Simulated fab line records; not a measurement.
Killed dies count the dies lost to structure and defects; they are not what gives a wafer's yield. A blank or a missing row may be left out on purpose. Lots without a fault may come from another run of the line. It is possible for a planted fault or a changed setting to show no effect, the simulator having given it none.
Split-lot trial ; flow n5Finfet ; 39 wafers read across 7 lots, on a route 1938 steps long

ON THE SPLIT
At N5_DUMMY_GATE_ETCH_31 (etches SiO2 in C4F6/O2, target depth 82.5 nm, time 27.5 s), the setting targetDepthA was moved away from the recipe's 825 angstrom on 9 of the 39 wafers read, by -6.5% to +11.1%. This setting was run at the recipe's value on the other wafers.

The reading comes from the split's own step.

THE READING
etch.depthNm (the simulator's own value, which no gauge read), in nm, at N5_DUMMY_GATE_ETCH_31 (etches SiO2 in C4F6/O2, target depth 82.5 nm, time 27.5 s). No usual value for it is given in the file. Across the 30 wafers here that went through the recipe, the average is 82.12 nm and the standard deviation 1.3 nm.

wafer;tool, chamber at the split;targetDepthA as run, angstrom;against the recipe;etch.depthNm, nm;against lot-mates on the recipe
L074.1;rieDiel-03, 2;825;recipe;80.43;-
L074.2;rieDiel-03, 0;825;recipe;84.4;-
L074.3;rieDiel-03, 1;825;recipe;81.04;-
L074.4;rieDiel-03, 3;825;recipe;81.48;-
L074.5;rieDiel-03, 0;825;recipe;83.85;-
L074.6;rieDiel-03, 1;825;recipe;81.33;-
L075.1;rieDiel-06, 0;825;recipe;82.13;-
L075.2;rieDiel-06, 2;825;recipe;83.4;-
L075.3;rieDiel-06, 1;825;recipe;82.52;-
L075.4;rieDiel-06, 3;825;recipe;80.99;-
L075.5;rieDiel-06, 2;825;recipe;83.51;-
L075.6;rieDiel-06, 1;825;recipe;81.64;-
L076.1;rieDiel-05, 3;795.2;-3.6%;77.12;-6.56
L076.2;rieDiel-05, 2;825;recipe;83.51;-
L076.3;rieDiel-05, 1;795.2;-3.6%;80.3;-3.38
L076.4;rieDiel-05, 0;825;recipe;83.16;-
L076.5;rieDiel-05, 1;795.2;-3.6%;80.04;-3.64
L076.6;rieDiel-05, 2;825;recipe;84.36;-
L078.1;rieDiel-06, 1;916.5;+11.1%;91.53;+9.47
L078.2;rieDiel-06, 3;825;recipe;80.38;-
L078.3;rieDiel-06, 2;825;recipe;83.68;-
L078.4;rieDiel-06, 0;825;recipe;82.12;-
L078.5;rieDiel-06, 3;916.5;+11.1%;90.54;+8.48
L078.6;rieDiel-06, 0;916.5;+11.1%;91.52;+9.46
L082.1;rieDiel-06, 1;825;recipe;82.74;-
L082.2;rieDiel-06, 2;771.2;-6.5%;78.6;-3.84
L082.3;rieDiel-06, 0;825;recipe;82.08;-
L082.4;rieDiel-06, 2;771.2;-6.5%;77.69;-4.75
L082.5;rieDiel-06, 1;825;recipe;82.51;-
L082.6;rieDiel-06, 0;771.2;-6.5%;76.14;-6.30
L085.1;rieDiel-03, 2;825;recipe;80.09;-
L085.3;rieDiel-03, 3;825;recipe;81.47;-
L085.4;rieDiel-03, 2;825;recipe;79.84;-
L086.1;rieDiel-06, 0;825;recipe;81.16;-
L086.2;rieDiel-06, 1;825;recipe;82.61;-
L086.3;rieDiel-06, 2;825;recipe;83.33;-
L086.4;rieDiel-06, 3;825;recipe;81.01;-
L086.5;rieDiel-06, 3;825;recipe;80.67;-
L086.6;rieDiel-06, 0;825;recipe;82.02;-

THE FIT
A straight line over all 39 wafers: etch.depthNm changes by +0.793 nm for each +1% of targetDepthA; r = +0.92; the points scatter about the line by 1.3 nm.
The same after taking each lot's own level away (the mean of its wafers on the recipe; 39 wafers): +0.841 nm for each +1%; r = +0.94; scatter 1.1 nm.
According to that fit, moving targetDepthA by its largest amount changes the reading by 9.3 nm.
The lots' own levels span 80.467 to 83.677 nm, that is 2.5 times the standard deviation above.
Hence the lot-to-lot level has little effect on the slope; both slopes agree.
Check: for one of the wafers moved furthest among these (+11.1%), held out of the fit, the line's prediction against its lot-mates is +9.16 nm. It came out at +9.47 nm against them.

FURTHER SPLITS ON THESE WAFERS
Note: prior to the reading, these wafers also went through further splits. Each is held against what the fit with the lots' levels taken away leaves over:
other split on the same wafers;wafers away from the commonest value;r with etch.depthNm (lot level and that fit taken away)
N5_FIN_CUT_CUT_ETCH_26 sourceW;15;-0.21
N5_STI_FIN_REVEAL_ETCHBACK_08 targetDepthA;9;+0.23

THE FILE'S OWN FIT
etch.depthNm changes by +0.84 nm for each +1% of targetDepthA, r = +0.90.
